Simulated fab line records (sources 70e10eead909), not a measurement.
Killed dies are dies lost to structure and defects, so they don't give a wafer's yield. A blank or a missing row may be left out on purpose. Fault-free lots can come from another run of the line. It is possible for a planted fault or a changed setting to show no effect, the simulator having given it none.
fab line records	flow nand-harc
[record] lots = 12	wafers = 36	last-day = 31
route steps=1302 shown A_M0@1163 A_M1@1193 END@1302
lots that met no fault: from a run of the same line without faults
start-h: the number of hours between the record's first day and the start of the first shown wafer of the lot	wait-h: hours from the lot's prior step to this one	" as in the row above	L1.1+2: several wafers, shown together as one row	- value missing, or start not given	* or withheld: withheld	< > ~ a bound
route shown NAME@n: names a module that has steps shown in the file, with the first one's number in the route	usual: mean/standard deviation taken from wafers without a fault	same: alike in all rows	chamber/n: place in a boat	sites: each site's reading	_std_site: the standard deviation of these	_edge_site: inner sites' mean taken away from outer sites' mean	radius-mm: for every site, how far away it sits from the centre of the wafer	mask NAME#n: copy n	behind: the tool/chamber that last shaped the wafer	hold: why the lot was held/for how many hours/how that ended	device: transistor that didn't switch, given as n, p or np	end of line: the route-end tests of the same wafers	a step without rows: its recipe alone	killed: at the first sort, the dies lost to defects and structure; wafer yield is something else	map: a wafer's dies, x killed, . not, _ none there
set.NAME: the setting the step ran with; set.NAME@STEP: the setting that earlier step ran with	model.NAME: the simulator's own value behind a step, which no gauge read
route steps across a sampled set of lots; one table per step, one row per wafer
services: a tool's chamber out of use, with start hour (start-h, from the record's first day; less than 0 if before it), hours out, and reason
[[steps]]
[step NHARC_A_M0_THK_MEAS_24]
[recipe] thk-meas-gauge = xrf
[usual] thk-nm = 114.0/1.6
lot.wafer	tool	chamber	start-h	wait-h	thk-nm
L982.1	film-metro-01	-	535.67	-	112.1
L982.2	"	-	"	"	113.2
L982.5	"	-	"	"	111.1
L983.1	film-metro-02	-	556.13	-	113.8
L983.2	"	-	"	"	113.6
L983.3	"	-	"	"	114.5
L986.1	film-metro-02	-	585.90	-	114.1
L986.5	"	-	"	"	114.8
L986.6	"	-	"	"	113.3
L988.2	film-metro-01	-	587.87	-	110.1
L988.3	"	-	"	"	114.5
L988.6	"	-	"	"	113.7
L987.3	film-metro-01	-	591.08	-	116.7
L987.4	"	-	"	"	114.0
L987.6	"	-	"	"	117.5
L989.1	film-metro-01	-	597.57	-	116.0
L989.2	"	-	"	"	113.3
L989.6	"	-	"	"	113.7
L991.3	film-metro-01	-	627.13	-	114.5
L991.4	"	-	"	"	114.3
L991.5	"	-	"	"	112.4
L992.2	film-metro-02	-	643.77	-	113.5
L992.4	"	-	"	"	113.5
L992.6	"	-	"	"	112.1
L993.3	film-metro-01	-	645.16	-	116.0
L993.4	"	-	"	"	112.7
L993.6	"	-	"	"	114.1
L994.1	film-metro-02	-	665.03	-	111.3
L994.3	"	-	"	"	114.2
L994.4	"	-	"	"	115.5
L104.1	film-metro-01	-	740.35	-	113.6
L104.3	"	-	"	"	111.8
L104.6	"	-	"	"	111.5
L102.1	film-metro-02	-	741.59	-	114.2
L102.4	"	-	"	"	110.6
L102.5	"	-	"	"	114.6
[step NHARC_A_M0_INSPECT_27]
[usual] raw-defect-count = 555/150
lot.wafer	tool	chamber	start-h	wait-h	raw-defect-count
L982.1	defect-inspect-02	-	535.82	0.0	649
L982.2	"	-	"	"	589
L982.5	"	-	"	"	523
L983.1	defect-inspect-01	-	556.29	0.0	582
L983.2	"	-	"	"	574
L983.3	"	-	"	"	748
L986.1	defect-inspect-02	-	586.06	0.0	455
L986.5	"	-	"	"	274
L986.6	"	-	"	"	313
L988.2	defect-inspect-02	-	588.03	0.0	430
L988.3	"	-	"	"	521
L988.6	"	-	"	"	424
L987.3	defect-inspect-02	-	591.24	0.0	592
L987.4	"	-	"	"	560
L987.6	"	-	"	"	531
L989.1	defect-inspect-01	-	597.73	0.0	649
L989.2	"	-	"	"	432
L989.6	"	-	"	"	601
L991.3	defect-inspect-02	-	627.28	0.0	582
L991.4	"	-	"	"	1205
L991.5	"	-	"	"	447
L992.2	defect-inspect-02	-	643.93	0.0	629
L992.4	"	-	"	"	839
L992.6	"	-	"	"	537
L993.3	defect-inspect-02	-	645.32	0.0	493
L993.4	"	-	"	"	627
L993.6	"	-	"	"	568
L994.1	defect-inspect-01	-	665.19	0.0	423
L994.3	"	-	"	"	713
L994.4	"	-	"	"	751
L104.1	defect-inspect-01	-	740.53	0.0	659
L104.3	"	-	"	"	425
L104.6	"	-	"	"	464
L102.1	defect-inspect-01	-	741.75	0.0	452
L102.4	"	-	"	"	559
L102.5	"	-	"	"	604
[step NHARC_A_M0_PRE_CLEAN_31]
[recipe] time-s = 12	temp-c = 370	rf-power-w = 300	gas = NH3
[usual] heater-power-w = 636/110
lot.wafer	tool	chamber	start-h	wait-h	heater-power-w
L982.1	pecvd-02	0	535.89	0.1	732
L982.2	"	2	"	"	627
L982.5	"	2	"	"	640
L983.3	pecvd-01	0	556.46	0.2	640
L983.2	"	1	"	"	622
L983.1	"	2	"	"	508
L986.1	pecvd-01	1	586.15	0.1	631
L986.5	"	2	"	"	479
L986.6	"	1	"	"	628
L988.2	pecvd-04	1	588.09	0.1	851
L988.3	"	1	"	"	847
L988.6	"	1	"	"	836
L987.4	pecvd-04	1	591.35	0.1	838
L987.3	"	0	"	"	655
L987.6	"	1	"	"	824
L989.1	pecvd-01	2	597.80	0.1	459
L989.2	"	0	"	"	634
L989.6	"	1	"	"	661
L991.3	pecvd-04	0	627.38	0.1	643
L991.5	"	1	"	"	853
L991.4	"	2	"	"	479
L992.2	pecvd-01	0	644.01	0.1	692
L992.4	"	2	"	"	473
L992.6	"	0	"	"	686
L993.3	pecvd-01	0	645.40	0.1	643
L993.4	"	0	"	"	641
L993.6	"	1	"	"	694
L994.1	pecvd-02	2	665.25	0.1	686
L994.3	"	0	"	"	646
L994.4	"	0	"	"	668
L104.1	pecvd-02	2	740.59	0.1	640
L104.3	"	0	"	"	645
L104.6	"	1	"	"	682
L102.1	pecvd-02	1	741.82	0.1	707
L102.5	"	2	"	"	634
L102.4	"	0	"	"	701
[step NHARC_A_M1_ECD_22]
[recipe] target-thk-a = 4000	bath-temp-c = 25	material = Cu
[usual] bath-heat-duty-pct = 5.7/0.49	bath-temp-c = 25.01/0.1
lot.wafer	tool	chamber	start-h	wait-h	bath-heat-duty-pct	bath-temp-c
L982.1	ecd-cu-02	0	538.81	-	6.0	24.96
L982.2	"	1	"	"	6.5	25.03
L982.5	"	0	"	"	6.2	25.09
L983.2	ecd-cu-01	1	559.20	-	5.1	25.01
L983.1	"	0	"	"	5.8	25.05
L983.3	"	1	"	"	5.2	24.89
L986.1	ecd-cu-01	1	589.85	-	5.6	24.95
L986.6	"	1	"	"	6.1	25.00
L986.5	"	0	"	"	5.8	24.86
L988.2	ecd-cu-01	1	591.34	-	5.6	24.87
L988.3	"	1	"	"	5.1	24.97
L988.6	"	1	"	"	5.6	25.02
L987.4	ecd-cu-01	1	594.49	-	5.4	25.01
L987.3	"	0	"	"	5.8	25.00
L987.6	"	1	"	"	5.1	25.06
L989.1	ecd-cu-01	1	600.56	-	5.4	25.01
L989.2	"	0	"	"	5.0	24.83
L989.6	"	0	"	"	4.4	24.92
L991.3	ecd-cu-01	1	630.23	-	6.4	25.05
L991.4	"	0	"	"	5.3	24.98
L991.5	"	0	"	"	6.3	24.84
L992.2	ecd-cu-01	1	646.81	-	6.5	24.93
L992.4	"	1	"	"	5.3	25.19
L992.6	"	0	"	"	6.6	25.02
L993.3	ecd-cu-02	1	648.37	-	5.4	24.82
L993.4	"	0	"	"	5.8	25.08
L993.6	"	1	"	"	6.6	24.98
L994.1	ecd-cu-02	0	671.96	-	5.9	25.19
L994.3	"	1	"	"	5.8	25.22
L994.4	"	0	"	"	5.9	25.15
L104.1	ecd-cu-01	1	743.58	-	-	-
L104.3	"	0	"	"	-	-
L104.6	"	0	"	"	-	-
L102.1	ecd-cu-02	1	744.72	-	-	-
L102.4	"	1	"	"	-	-
L102.5	"	0	"	"	-	-
[step NHARC_A_M1_CMP_23]
[recipe] t-overpolish-s = 20	target-thk-nm = 154.34
[usual] motor-current-A = 11.9/0.56	time-to-endpoint-s = 29/3
lot.wafer	tool	chamber	start-h	wait-h	motor-current-A	time-to-endpoint-s
L982.1	cmp-04	1	539.53	-	12.8	30
L982.2	"	0	"	"	12.2	26
L982.5	"	2	"	"	12.9	25
L983.2	cmp-02	2	559.94	-	10.8	32
L983.3	"	3	"	"	12.0	30
L983.1	"	0	"	"	11.4	32
L986.1	cmp-01	3	590.71	-	12.2	30
L986.6	"	2	"	"	11.9	27
L986.5	"	3	"	"	12.4	30
L988.2	cmp-04	1	592.01	-	12.6	31
L988.3	"	3	"	"	11.9	33
L988.6	"	1	"	"	12.4	27
L987.4	cmp-02	2	595.12	-	10.9	32
L987.3	"	3	"	"	11.8	29
L987.6	"	3	"	"	12.7	31
L989.1	cmp-02	3	601.29	-	12.1	32
L989.2	"	1	"	"	12.4	31
L989.6	"	3	"	"	11.8	30
L991.3	cmp-02	0	630.85	-	12.0	30
L991.4	"	3	"	"	12.5	29
L991.5	"	0	"	"	11.6	28
L992.4	cmp-01	1	647.54	-	11.5	35
L992.2	"	2	"	"	12.3	27
L992.6	"	0	"	"	11.9	27
L993.3	cmp-01	0	649.01	-	11.3	27
L993.4	"	2	"	"	11.7	30
L993.6	"	0	"	"	11.7	28
L994.3	cmp-02	0	672.63	-	11.3	32
L994.4	"	1	"	"	12.3	28
L994.1	"	2	"	"	11.4	34
L104.3	cmp-02	3	744.31	-	12.6	1
L104.1	"	0	"	"	12.2	1
L104.6	"	3	"	"	12.1	2
L102.4	cmp-01	1	745.44	-	12.6	4
L102.1	"	2	"	"	11.1	0
L102.5	"	1	"	"	11.6	4
[step NHARC_A_M1_THK_MEAS_24]
[recipe] thk-meas-gauge = xrf
[usual] thk-nm = 154.6/1.6
lot.wafer	tool	chamber	start-h	wait-h	hold	thk-nm
L982.1	film-metro-01	-	539.84	-	-	152.4
L982.2	"	-	"	"	-	152.0
L982.5	"	-	"	"	-	152.5
L983.1	film-metro-01	-	560.23	-	-	156.9
L983.2	"	-	"	"	-	155.3
L983.3	"	-	"	"	-	154.1
L986.1	film-metro-01	-	591.00	-	-	154.9
L986.5	"	-	"	"	-	154.8
L986.6	"	-	"	"	-	154.5
L988.2	film-metro-02	-	592.33	-	-	154.8
L988.3	"	-	"	"	-	156.8
L988.6	"	-	"	"	-	154.9
L987.3	film-metro-01	-	595.43	-	-	156.1
L987.4	"	-	"	"	-	157.6
L987.6	"	-	"	"	-	154.9
L989.1	film-metro-02	-	601.61	-	-	157.1
L989.2	"	-	"	"	-	155.5
L989.6	"	-	"	"	-	153.2
L991.3	film-metro-02	-	631.17	-	-	154.8
L991.4	"	-	"	"	-	156.5
L991.5	"	-	"	"	-	154.5
L992.2	film-metro-01	-	647.80	-	-	154.6
L992.4	"	-	"	"	-	157.3
L992.6	"	-	"	"	-	153.2
L993.3	film-metro-02	-	649.30	-	-	153.7
L993.4	"	-	"	"	-	155.0
L993.6	"	-	"	"	-	155.0
L994.1	film-metro-02	-	672.95	-	-	153.7
L994.3	"	-	"	"	-	157.1
L994.4	"	-	"	"	-	154.1
L104.1	film-metro-02	-	744.60	-	await-dispo/0.2h/release	29.3
L104.3	"	-	"	"	await-dispo/0.2h/release	30.2
L104.6	"	-	"	"	await-dispo/0.2h/release	31.5
L104.1	film-metro-02	-	744.77	0.2	-	29.1
L104.3	"	-	"	"	-	29.5
L104.6	"	-	"	"	-	30.3
L102.1	film-metro-01	-	745.75	-	await-dispo/0.2h/release	30.7
L102.4	"	-	"	"	await-dispo/0.2h/release	30.1
L102.5	"	-	"	"	await-dispo/0.2h/release	30.4
L102.1	film-metro-01	-	745.93	0.2	-	30.3
L102.4	"	-	"	"	-	29.6
L102.5	"	-	"	"	-	28.9
[step NHARC_END_SORT_01]
[recipe] temp-c = 25
[usual] defect-limited-yield = 92.3/2.7	killed-at-array = 47/18	killed-at-other = 0.9/1.1	killed-at-periphery = 4/3.1	killed-dies = 52/18	killed-open = 3.1/1.5	killed-short = 2.4/1.5	sort_bin_2_pct = 2.7/1.2	sort_bin_3_pct = 0.6/0.38	sort_bin_4_pct = 4.5/1.5	sort-n-pass = 625/18	sort-rim-yield-pct = 89/4.5	sort-yield-pct = 92.3/2.7
[same] gross-dies = 677	sort_bin_5_pct[%] = 0	sort_bin_6_pct[%] = 0	sort_bin_7_pct[%] = 0	sort_bin_8_pct[%] = 0	sort-rim-n-gross = 106.00
lot.wafer	tool	chamber	start-h	wait-h	defect-limited-yield[%]	killed-at-array	killed-at-other	killed-at-periphery	killed-dies	killed-open	killed-short	sort_bin_2_pct[%]	sort_bin_3_pct[%]	sort_bin_4_pct[%]	sort-n-pass	sort-rim-yield-pct[%]	sort-yield-pct[%]
L983.1	prober-01	0	592.09	2.5	95.6	28	0	2	30	2	3	1.8	0.3	2.4	647	90	95.6
L983.2	prober-01	0	592.89	2.8	96.3	18	2	5	25	3	1	1.3	0.1	2.2	652	95	96.3
L983.3	prober-01	0	593.70	3.1	96.2	24	0	2	26	6	2	1.3	0.3	2.2	651	93	96.2
L986.1	prober-02	0	623.98	2.5	93.5	31	1	12	44	6	2	1.6	0.4	4.4	633	92	93.5
L986.5	prober-02	0	627.12	3.6	95.3	24	2	6	32	1	1	1.5	0.1	3.1	645	91	95.3
L986.6	prober-02	0	627.90	3.9	95.9	20	2	6	28	0	1	1.3	0.3	2.5	649	92	95.9
L988.2	prober-01	0	627.83	2.8	93.6	42	1	0	43	3	1	1.8	0.6	4.0	634	99	93.6
L988.3	prober-01	0	628.63	3.1	92.5	43	0	8	51	2	4	3.5	0.6	3.4	626	92	92.5
L988.6	prober-01	0	631.01	4.0	93.9	37	0	4	41	0	3	1.9	0.7	3.4	636	97	93.9
L987.3	prober-02	0	633.30	3.1	88.5	73	4	1	78	4	1	4.4	0.3	6.8	599	93	88.5
L987.4	prober-02	0	634.10	3.4	90.0	65	0	3	68	4	5	3.1	1.0	5.9	609	82	90.0
L987.6	prober-02	0	635.71	4.0	87.9	73	2	7	82	3	2	3.8	0.7	7.5	595	89	87.9
L989.1	prober-01	0	639.61	2.5	90.0	59	1	8	68	4	5	2.4	0.3	7.4	609	85	90.0
L989.2	prober-01	0	640.40	2.8	86.9	82	0	7	89	1	3	4.9	1.0	7.2	588	86	86.9
L989.6	prober-01	0	643.55	3.9	86.3	88	1	4	93	5	7	4.7	0.7	8.3	584	90	86.3
L991.3	prober-01	0	664.75	3.1	93.1	41	0	6	47	3	4	2.4	0.7	3.8	630	91	93.1
L991.4	prober-01	0	665.56	3.4	93.1	39	2	6	47	2	2	2.5	0.1	4.3	630	90	93.1
L991.5	prober-01	0	666.37	3.7	93.4	42	0	3	45	2	1	2.4	0.6	3.7	632	90	93.4
L992.2	prober-01	0	686.02	2.8	95.7	26	2	1	29	0	2	1.5	0	2.8	648	96	95.7
L992.4	prober-01	0	687.63	3.4	94.8	29	1	5	35	6	2	2.2	0.1	2.8	642	89	94.8
L992.6	prober-01	0	689.23	4.0	93.5	42	1	1	44	5	4	2.2	0.3	4.0	633	91	93.5
// killed by level:class
L983.1 A_CHANNEL_HOLE_D2:chamber-film-flake=12 A_CONTACT:chamber-film-flake=3 A_M1:chamber-film-flake=3 A_DECK1_JOINT:geometric-particle:short=2 A_CHANNEL_HOLE_D1:chamber-film-flake=2 A_STAIRCASE:chamber-film-flake=2 P_CONTACT:geometric-particle:open=1 A_DECK1_JOINT:geometric-particle:open=1
L983.2 A_CHANNEL_HOLE_D2:chamber-film-flake=5 A_CONTACT:chamber-film-flake=5 P_CONTACT:chamber-film-flake=2 P_M2:chamber-film-flake=2 A_STAIRCASE:chamber-film-flake=2 A_SGD_CUT:chamber-film-flake=2 P_M1:geometric-particle:open=1 A_CHANNEL_FILL_D2:geometric-particle:open=1
L983.3 A_CHANNEL_HOLE_D2:chamber-film-flake=9 A_CONTACT:chamber-film-flake=3 A_M0:geometric-particle:open=2 A_STAIRCASE:chamber-film-flake=2 A_CHANNEL_HOLE_D1:geometric-particle:short=1 A_DECK1_JOINT:geometric-particle:open=1 A_ONON_D2:geometric-particle:open=1 A_CHANNEL_FILL_D2:geometric-particle:short=1
L986.1 A_CHANNEL_HOLE_D2:chamber-film-flake=14 P_GATE:chamber-film-flake=8 A_CONTACT:chamber-film-flake=3 A_SLIT:chamber-film-flake=3 A_WL_FILL:chamber-film-flake=3 A_DECK1_JOINT:geometric-particle:open=2 A_M0:geometric-particle:open=2 P_STI:chamber-film-flake=2
L986.5 A_CHANNEL_HOLE_D2:chamber-film-flake=12 P_GATE:chamber-film-flake=4 A_SLIT:chamber-film-flake=3 A_WL_FILL:chamber-film-flake=3 P_STI:chamber-film-flake=2 A_CONTACT:chamber-film-flake=2 THIN_TSV:chamber-film-flake=2 A_CHANNEL_FILL_D2:geometric-particle:open=1
L988.2 A_CHANNEL_HOLE_D2:chamber-film-flake=31 A_SLIT:chamber-film-flake=4 A_ONON_D2:geometric-particle:open=1 A_CHANNEL_FILL_D2:geometric-particle:short=1 A_BLC:geometric-particle:open=1 A_M0:geometric-particle:open=1 A_ZERO_WELL:chamber-film-flake=1 A_CHANNEL_HOLE_D1:chamber-film-flake=1
L986.6 A_CHANNEL_HOLE_D2:chamber-film-flake=7 P_GATE:chamber-film-flake=6 A_WL_FILL:chamber-film-flake=5 A_SLIT:chamber-film-flake=4 A_CHANNEL_HOLE_D1:chamber-film-flake=3 THIN_TSV:chamber-film-flake=2 A_M0:geometric-particle:short=1
L988.3 A_CHANNEL_HOLE_D2:chamber-film-flake=31 P_GATE:chamber-film-flake=7 A_CHANNEL_HOLE_D1:chamber-film-flake=3 A_SLIT:chamber-film-flake=3 A_WL_FILL:geometric-particle:short=2 P_CONTACT:geometric-particle:open=1 A_SOURCE_PLATE:geometric-particle:short=1 A_ONON_D2:geometric-particle:open=1
L988.6 A_CHANNEL_HOLE_D2:chamber-film-flake=27 A_CHANNEL_HOLE_D1:chamber-film-flake=3 A_CHANNEL_FILL_D2:geometric-particle:short=2 P_ZERO_WELL:chamber-film-flake=2 P_GATE:chamber-film-flake=2 A_CHANNEL_HOLE_D1:geometric-particle:short=1 A_CHANNEL_FILL_D1:chamber-film-flake=1 A_CHANNEL_FILL_D2:chamber-film-flake=1
L987.3 A_CHANNEL_HOLE_D1:chamber-film-flake=29 A_SLIT:chamber-film-flake=24 A_CHANNEL_HOLE_D2:chamber-film-flake=5 THIN_TSV:chamber-film-flake=4 A_WL_FILL:chamber-film-flake=3 A_M1:chamber-film-flake=3 A_CHANNEL_FILL_D2:geometric-particle:open=2 A_ONON_D1:geometric-particle:open=1
L987.4 A_SLIT:chamber-film-flake=19 A_CHANNEL_HOLE_D1:chamber-film-flake=14 A_CONTACT:chamber-film-flake=10 A_CHANNEL_HOLE_D2:chamber-film-flake=6 A_M1:chamber-film-flake=4 A_CHANNEL_FILL_D1:geometric-particle:short=2 P_GATE:chamber-film-flake=2 A_CHANNEL_FILL_D2:chamber-film-flake=2
L987.6 A_CHANNEL_HOLE_D1:chamber-film-flake=32 A_SLIT:chamber-film-flake=21 A_CHANNEL_HOLE_D2:chamber-film-flake=6 A_CONTACT:chamber-film-flake=6 A_CHANNEL_FILL_D2:chamber-film-flake=3 P_GATE:chamber-film-flake=2 A_M1:chamber-film-flake=2 THIN_TSV:chamber-film-flake=2
L989.1 A_SLIT:chamber-film-flake=19 A_CHANNEL_HOLE_D2:chamber-film-flake=16 P_CONTACT:chamber-film-flake=5 A_CHANNEL_HOLE_D1:chamber-film-flake=4 A_CONTACT:chamber-film-flake=4 A_CHANNEL_FILL_D2:chamber-film-flake=3 P_GATE:chamber-film-flake=2 A_DECK1_JOINT:chamber-film-flake=2
L989.2 A_CHANNEL_HOLE_D2:chamber-film-flake=30 A_SLIT:chamber-film-flake=24 A_CONTACT:chamber-film-flake=8 A_CHANNEL_HOLE_D1:chamber-film-flake=5 A_CHANNEL_FILL_D2:chamber-film-flake=5 P_CONTACT:chamber-film-flake=4 A_WL_FILL:chamber-film-flake=3 A_DECK1_JOINT:chamber-film-flake=2
L989.6 A_CHANNEL_HOLE_D2:chamber-film-flake=35 A_SLIT:chamber-film-flake=23 A_CONTACT:chamber-film-flake=5 A_WL_FILL:chamber-film-flake=4 P_STI:chamber-film-flake=3 A_CHANNEL_HOLE_D1:chamber-film-flake=3 A_DECK1_JOINT:chamber-film-flake=3 A_CHANNEL_FILL_D2:chamber-film-flake=3
L991.3 A_SLIT:chamber-film-flake=23 A_CHANNEL_HOLE_D1:chamber-film-flake=3 A_STAIRCASE:chamber-film-flake=3 A_CONTACT:chamber-film-flake=3 A_M1:geometric-particle:open=2 P_GATE:chamber-film-flake=2 A_BLC:chamber-film-flake=2 P_M0:geometric-particle:short=1
L991.4 A_SLIT:chamber-film-flake=23 A_CHANNEL_HOLE_D1:chamber-film-flake=5 A_STAIRCASE:chamber-film-flake=4 P_STI:chamber-film-flake=3 A_ZERO_WELL:chamber-film-flake=2 A_CONTACT:chamber-film-flake=2 P_M0:geometric-particle:open=1 A_CHANNEL_FILL_D1:geometric-particle:open=1
L991.5 A_SLIT:chamber-film-flake=21 A_STAIRCASE:chamber-film-flake=7 A_WL_FILL:chamber-film-flake=3 A_CONTACT:chamber-film-flake=3 A_ZERO_WELL:chamber-film-flake=2 A_CHANNEL_HOLE_D1:chamber-film-flake=2 A_ONON_D1:geometric-particle:open=1 A_ONON_D2:geometric-particle:open=1
L992.2 A_CHANNEL_HOLE_D1:chamber-film-flake=9 A_CHANNEL_HOLE_D2:chamber-film-flake=8 A_SLIT:chamber-film-flake=2 A_CONTACT:chamber-film-flake=2 A_M1:geometric-particle:short=1 P_M0:chamber-film-flake=1 STARTING-WAFER:geometric-particle:short=1 A_CHANNEL_FILL_D1:chamber-film-flake=1
L992.4 A_CHANNEL_HOLE_D2:chamber-film-flake=8 A_CHANNEL_HOLE_D1:chamber-film-flake=7 A_CONTACT:chamber-film-flake=6 P_M1:geometric-particle:open=2 P_GATE:geometric-particle:open=1 P_M0:geometric-particle:open=1 A_CHANNEL_FILL_D1:geometric-particle:open=1 A_CHANNEL_FILL_D2:geometric-particle:short=1
L992.6 A_CHANNEL_HOLE_D2:chamber-film-flake=17 A_CHANNEL_HOLE_D1:chamber-film-flake=7 A_STAIRCASE:chamber-film-flake=3 A_CHANNEL_FILL_D2:geometric-particle:short=2 A_CONTACT:geometric-particle:open=2 A_DECK1_JOINT:chamber-film-flake=2 A_M0:chamber-film-flake=2 P_M0:geometric-particle:open=1
[[services]]
tool	chamber	start-h	hours	kind
ecd-cu-01	-	513.96	8.0	pm
cmp-02	-	517.30	2.3	repair
cmp-02	-	528.05	4.0	pm
ecd-cu-02	-	557.85	0.4	repair
cmp-01	-	569.85	1.3	repair
cmp-01	-	577.73	4.0	pm
pecvd-04	2	581.28	10.2	repair
pecvd-02	-	589.20	13.0	pm
ecd-cu-02	-	596.00	8.0	pm
pecvd-02	-	609.10	0.8	repair
pecvd-04	1	612.02	3.6	repair
cmp-02	-	626.05	4.0	pm
cmp-02	-	631.80	1.5	repair
cmp-01	-	643.81	3.6	repair
ecd-cu-01	-	656.78	4.6	repair
pecvd-01	-	673.04	13.0	pm
cmp-01	-	675.73	4.0	pm
ecd-cu-01	-	689.96	8.0	pm
cmp-01	-	695.01	23.1	repair
pecvd-02	0	715.13	4.7	repair
cmp-02	-	721.51	1.6	repair
cmp-02	-	724.05	4.0	pm
cmp-01	-	736.45	0.3	repair
cmp-01	-	737.12	4.7	repair
[[key]]
[first-sign] step = NHARC_A_M1_ECD_22	reading = tool-record	direction = missing
[effect] step = NHARC_A_M1_CMP_23	reading = time-to-endpoint-s	direction = down	sigmas = 8.9	usual = *	struck = *
[effect] step = NHARC_A_M1_THK_MEAS_24	reading = visit	direction = added
[effect] step = NHARC_A_M1_THK_MEAS_24	reading = thk-nm	direction = down	sigmas = 76	usual = 154.6	struck = 30.4
met-at NHARC_A_M1_ECD_22
struck-lots L102,L104
scrapped-behind NHARC_A_M1_THK_MEAS_24 L102.1,L102.4,L102.5,L104.1,L104.3,L104.6
not-acting-at NHARC_A_M0_THK_MEAS_24,NHARC_A_M0_INSPECT_27,NHARC_A_M0_PRE_CLEAN_31
onset-between 671.96 743.58
[fault] kind = skipped-step-whole	tool = ecd-cu-01,ecd-cu-02	chamber = -	onset-h = 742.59	steps = NHARC_A_M1_ECD_22	scope = struck-lots-only
